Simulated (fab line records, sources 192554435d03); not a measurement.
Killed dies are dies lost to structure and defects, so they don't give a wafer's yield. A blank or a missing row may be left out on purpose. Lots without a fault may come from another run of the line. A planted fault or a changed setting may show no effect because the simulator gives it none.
Split-lot experiment | flow n5_finfet | 7 lots, 21 wafers read, on a route of 1938 steps

THE SPLIT
At N5_BEOL_M2_ETCH_70 (etches SOC in N2/H2, target depth 80 nm, overetch 24 nm, time 130 s), the setting bias_w was moved away from the recipe's 150 W on 6 of the 21 wafers read, by -17.3% to +17.9%. The other wafers ran this setting at the recipe's value.

The reading is taken at the split's own step.

THE READING
rf_vpp_V, in V, at N5_BEOL_M2_ETCH_70 (etches SOC in N2/H2, target depth 80 nm, overetch 24 nm, time 130 s). Fault-free wafers of this fab line usually give 524.2 V, standard deviation 2.8 V.

wafer  | tool, chamber at the split | bias_w as run, W | against the recipe | rf_vpp_V, V | against lot-mates on the recipe
L076.2 | rie_diel-03, 1             | 150              | recipe             | 522.1       | -
L076.4 | rie_diel-03, 2             | 127              | -15.3%             | 472.1       | -50.0
L076.6 | rie_diel-03, 0             | 127              | -15.3%             | 473.2       | -48.9
L078.1 | rie_diel-03, 0             | 133.3            | -11.1%             | 487.7       | -37.4
L078.2 | rie_diel-03, 2             | 150              | recipe             | 524.0       | -
L078.6 | rie_diel-03, 0             | 150              | recipe             | 526.3       | -
L082.3 | rie_diel-05, 0             | 150              | recipe             | 519.9       | -
L082.4 | rie_diel-05, 3             | 150              | recipe             | 519.8       | -
L082.5 | rie_diel-05, 0             | 150              | recipe             | 520.1       | -
L083.1 | rie_diel-01, 2             | 176.9            | +17.9%             | 582.4       | +54.7
L083.2 | rie_diel-01, 0             | 150              | recipe             | 528.1       | -
L083.5 | rie_diel-01, 0             | 150              | recipe             | 527.3       | -
L089.2 | rie_diel-03, 2             | 124.1            | -17.3%             | 463.7       | -61.9
L089.3 | rie_diel-03, 3             | 124.1            | -17.3%             | 461.0       | -64.6
L089.4 | rie_diel-03, 0             | 150              | recipe             | 525.6       | -
L092.1 | rie_diel-05, 0             | 150              | recipe             | 528.6       | -
L092.2 | rie_diel-05, 3             | 150              | recipe             | 518.4       | -
L092.4 | rie_diel-05, 3             | 150              | recipe             | 520.9       | -
L096.1 | rie_diel-01, 2             | 150              | recipe             | 524.9       | -
L096.2 | rie_diel-01, 1             | 150              | recipe             | 525.4       | -
L096.3 | rie_diel-01, 0             | 150              | recipe             | 527.1       | -

THE FIT
A straight line over all 21 wafers: rf_vpp_V changes by +3.4 V for each +1% of bias_w; r = +0.99; the points scatter about the line by 3.2 V.
The same after taking each lot's own level away (the mean of its wafers on the recipe; 21 wafers): +3.35 V for each +1%; r = +0.99; scatter 2.8 V.
On that fit, the largest move of bias_w shifts the reading by 60 V.
The lots' own levels span 519.93 to 527.70 V, that is 2.8 times the standard deviation above.
So the lot-to-lot level changes the slope little: the two slopes agree.
Check: with one of the wafers moved furthest among these (+17.9%) left out of the fit, the line predicts +62.2 V for it against its lot-mates. It came out at +54.7 V against them.
Tool readings at the split's step, against how far the setting was moved: rf_vpp_V r = +0.99.

OTHER SPLITS ON THESE WAFERS
These wafers also went through other splits before the reading. Each is held against what the fit with the lots' levels taken away leaves over:
other split on the same wafers         | wafers away from the commonest value | r with rf_vpp_V (lot level and that fit taken away)
N5_GATE_CUT_ETCH_37 bias_w             | 7                                    | +0.38
N5_MOL_CONTACT_COAG_ALD_27 ald_cycles  | 5                                    | -0.13
N5_MOL_CONTACT_COAG_EXPOSE_81 dose_mj  | 7                                    | -0.03
N5_MOL_CONTACT_COAG_ALD_131 ald_cycles | 10                                   | -0.07
N5_BEOL_M0_SAQP_PECVD_96 time_s        | 3                                    | +0.03
N5_BEOL_M0_SAQP_PECVD_04 time_s        | 11                                   | +0.06
N5_BEOL_M0_ETCH_138 bias_w             | 5                                    | -0.15
N5_BEOL_M0_ETCH_109 bias_w             | 6                                    | +0.18
N5_BEOL_M1_ETCH_77 source_w            | 7                                    | -0.12
N5_BEOL_M1_TRENCH_ETCH_37 source_w     | 8                                    | +0.17

THE WHOLE CHAIN: every reading that the file lists as answering this split, in the file's order
step               | what it does                                                        | reading                                                                          | change (the file's fit)                | r (the file's)
N5_BEOL_M2_ETCH_70 | etches SOC in N2/H2, target depth 80 nm, overetch 24 nm, time 130 s | rf_vpp_V                                                                         | +3.32 V for each +1% of the setting    | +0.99
N5_BEOL_M2_ETCH_70 | etches SOC in N2/H2, target depth 80 nm, overetch 24 nm, time 130 s | SiARC_of_BEOL_M2_COAT_68.thk_nm (the simulator's own value, which no gauge read) | -0.0824 nm for each +1% of the setting | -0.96

THE FILE'S OWN FIT
rf_vpp_V changes by +3.32 V for each +1% of bias_w, r = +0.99.
